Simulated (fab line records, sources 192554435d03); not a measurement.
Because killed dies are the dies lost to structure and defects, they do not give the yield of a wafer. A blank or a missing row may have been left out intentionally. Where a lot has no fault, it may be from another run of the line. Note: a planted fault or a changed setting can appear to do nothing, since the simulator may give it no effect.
Matching of chambers	flow n5Finfet	rieDiel-05 running N5_BEOL_M6_ETCH_61: 4 sister chambers
The step etches SiARC in CF4, target depth 45.5 nm, time 75.8 s. 4 wafers are shown with their chamber, then 7 later ones without.

== WAFERS WITH THEIR CHAMBER ==
wafer	chamber	drypumpMotorCurrentA (A)
L079.3	0	5.2
L083.3	3	4.8
L083.6	1	5.4
L084.4	2	6.3

== WAFERS MISSING THEIR CHAMBER ==
wafer	drypumpMotorCurrentA (A)
L084.6	4.8
L094.3	6.2
L094.4	4.8
L094.6	4.8
L096.1	6.2
L096.2	4.8
L096.4	6.2

== WHICH CHAMBER EACH ONE RAN IN ==
wafer	from the rows above	in truth
L084.6	3	3
L094.3	2	2
L094.4	3	3
L094.6	3	3
L096.1	2	2
L096.2	3	3
L096.4	2	2
Correctly placed: 7 of 7. Not placeable from these rows: 0. Placed wrongly: 0.
How it was worked out, from the rows above alone: a wafer's distance from a chamber is the root of the sum, over the readings, of the square of ((its reading less the chamber's mean) divided by the reading's scatter). If the next closest chamber is less than 2 further off than the closest, the wafer can't be placed; otherwise it belongs to the closest. Each chamber's mean is taken over the wafers shown for it. The scatter (one wafer shown for each chamber): square how far every hidden wafer sits from the nearest shown wafer, average those squares and take the square root.
